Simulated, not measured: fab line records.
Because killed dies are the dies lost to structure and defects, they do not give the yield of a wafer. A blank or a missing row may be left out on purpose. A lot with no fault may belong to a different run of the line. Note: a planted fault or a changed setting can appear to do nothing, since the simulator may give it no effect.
Chamber matching    flow n5-finfet    4 sister chambers for N5_HKMG_FIN_ETCH_35 on rie-diel-01
The step etches SOC in N2/H2, target depth 215.8 nm, time 243.4 s. 8 wafers are shown with their chamber, then 11 later ones without.

== EACH WAFER AND ITS CHAMBER ==
wafer   chamber  showerhead-plenum-p-Torr (Torr)  throttle-valve-pct (%)
L079.6  2        2.56                             18.27
L081.4  3        2.42                             17.71
L087.2  2        2.55                             18.30
L087.3  1        2.70                             17.75
L087.4  3        2.42                             17.70
L087.5  1        2.70                             17.75
L087.6  0        2.60                             17.90
L088.1  0        2.59                             17.92

== WAFERS MISSING THEIR CHAMBER ==
wafer   showerhead-plenum-p-Torr (Torr)  throttle-valve-pct (%)
L088.2  2.55                             18.30
L088.6  2.55                             18.30
L089.3  2.70                             17.77
L089.4  2.55                             18.32
L089.5  2.42                             17.72
L091.1  2.59                             17.93
L091.4  2.69                             17.75
L091.5  2.42                             17.74
L092.1  2.59                             17.93
L092.3  2.69                             17.77
L092.5  2.69                             17.76

== WHICH CHAMBER EACH ONE RAN IN ==
wafer   from the rows above  in truth
L088.2  2                    2
L088.6  2                    2
L089.3  1                    1
L089.4  2                    2
L089.5  3                    3
L091.1  0                    0
L091.4  1                    1
L091.5  3                    3
L092.1  0                    0
L092.3  1                    1
L092.5  1                    1
Placed correctly: 11 of 11. Left unplaced by these rows: 0. Number placed wrongly: 0.
How it was worked out, from the rows above alone: a wafer's distance from a chamber is the root of the sum, over the readings, of the square of ((its reading less the chamber's mean) divided by the reading's scatter). The wafer belongs to the nearest chamber; if the next one is less than 2 further off, it can't be placed. The mean given for a chamber averages the wafers shown for that chamber. The scatter is the square root of a quotient: the sum, over the shown wafers, of each reading's squared deviation from its chamber's mean, divided by wafers minus chambers.
